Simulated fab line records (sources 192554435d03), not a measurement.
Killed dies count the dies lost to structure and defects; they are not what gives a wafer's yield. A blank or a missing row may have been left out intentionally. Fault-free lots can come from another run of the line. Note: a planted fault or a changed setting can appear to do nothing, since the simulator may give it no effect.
Matching of chambers | flow n5-finfet | uv-cure-01 running N5_BEOL_M10_CURE_72: 3 sister chambers
The step cures SiCOH lowk, time 120 s. 18 wafers are shown with their chamber, then 9 later ones without.

## WAFERS WITH THEIR CHAMBER
wafer  | chamber | wafer_temp_C_max | lamp-power-pct (%)
L074.1 | 2       | 370.9            | 52.19
L074.2 | 2       | 371.1            | 52.23
L074.3 | 2       | 371.5            | 52.19
L074.4 | 2       | 371.4            | 52.18
L074.5 | 2       | 371.1            | 52.32
L074.6 | 2       | 371.5            | 52.37
L075.1 | 1       | 371.8            | 52.33
L075.2 | 1       | 372.2            | 52.35
L075.5 | 1       | 373.2            | 52.37
L082.1 | 0       | 372.0            | 52.28
L082.2 | 0       | 371.9            | 52.38
L082.5 | 0       | 371.8            | 52.30
L085.2 | 1       | 372.4            | 52.33
L085.4 | 1       | 371.7            | 52.24
L085.5 | 1       | 372.2            | 52.19
L086.1 | 2       | 371.4            | 52.34
L086.2 | 2       | 371.2            | 52.27
L086.6 | 2       | 370.9            | 52.35

SIGNATURES, as means of the wafers listed above
reading          | chamber 0 | chamber 1 | chamber 2 | scatter within a chamber
wafer_temp_C_max | 371.900   | 372.250   | 371.222   | 0.357
lamp-power-pct   | 52.3200   | 52.3017   | 52.2711   | 0.0715
Rule: distance of a wafer from a chamber = root of the sum over the readings of ((wafer's reading minus chamber's mean) / reading's scatter) squared. If the next closest chamber is less than 2 further off than the closest, the wafer can't be placed; otherwise it belongs to the closest. The scatter is the square root of a quotient: the sum, over the shown wafers, of each reading's squared deviation from its chamber's mean, divided by wafers minus chambers.

## WAFERS WITHOUT THEIR CHAMBER
wafer  | wafer_temp_C_max | lamp-power-pct (%)
L088.1 | 372.4            | 52.30
L088.3 | 371.8            | 52.27
L088.5 | 372.1            | 52.29
L093.3 | 372.0            | 52.31
L093.5 | 371.5            | 52.34
L093.6 | 372.1            | 52.36
L096.2 | 370.5            | 52.28
L096.5 | 371.0            | 52.34
L096.6 | 371.0            | 52.36

## THE CHAMBER EACH PASSED THROUGH
wafer  | from the rows above          | in truth
L088.1 | can't be placed: 1 or 0      | 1
L088.3 | can't be placed: 0 or 1 or 2 | 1
L088.5 | can't be placed: 1 or 0      | 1
L093.3 | can't be placed: 0 or 1 or 2 | 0
L093.5 | can't be placed: 0 or 2 or 1 | 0
L093.6 | can't be placed: 0 or 1 or 2 | 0
L096.2 | can't be placed: 2 or 0      | 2
L096.5 | can't be placed: 2 or 0      | 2
L096.6 | can't be placed: 2 or 0      | 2
0 of 9 placed correctly. Can't be placed from these rows: 9 (the true chamber is among the candidates in 9). Number placed wrongly: 0.
